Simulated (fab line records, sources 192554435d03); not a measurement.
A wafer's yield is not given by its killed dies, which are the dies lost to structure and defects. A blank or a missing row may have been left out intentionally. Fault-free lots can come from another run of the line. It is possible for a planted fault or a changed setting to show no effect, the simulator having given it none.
Matching of chambers ; flow n5-finfet ; rie-diel-03 running N5_BEOL_M11_ETCH_61: 4 sister chambers
The step etches SiARC in CF4, target depth 39 nm, time 65 s. 4 wafers are shown with their chamber, then 12 later ones without.

EACH WAFER AND ITS CHAMBER
wafer;chamber;showerhead-plenum-p-Torr (Torr)
L087.2;0;2.17
L087.4;1;2.04
L088.4;2;2.10
L088.5;3;2.27

WAFERS WITHOUT THEIR CHAMBER
wafer;showerhead-plenum-p-Torr (Torr)
L094.2;2.03
L094.3;2.10
L094.5;2.03
L093.2;2.27
L093.4;2.10
L093.6;2.27
L092.1;2.10
L092.3;2.27
L092.4;2.17
L097.2;2.17
L097.5;2.10
L097.6;2.17

WHICH CHAMBER EACH ONE RAN IN
wafer;from the rows above;in truth
L094.2;1;1
L094.3;2;2
L094.5;1;1
L093.2;3;3
L093.4;2;2
L093.6;3;3
L092.1;2;2
L092.3;3;3
L092.4;0;0
L097.2;0;0
L097.5;2;2
L097.6;0;0
12 of 12 placed correctly. Not placeable from these rows: 0. Placed wrongly: 0.
How it was worked out, from the rows above alone: a wafer's distance from a chamber is the root of the sum, over the readings, of the square of ((its reading less the chamber's mean) divided by the reading's scatter). The wafer belongs to the nearest chamber; if the next one is less than 2 further off, it can't be placed. The mean given for a chamber averages the wafers shown for that chamber. The scatter: root of mean squared gap, hidden wafer to nearest shown wafer, with one shown wafer a chamber.
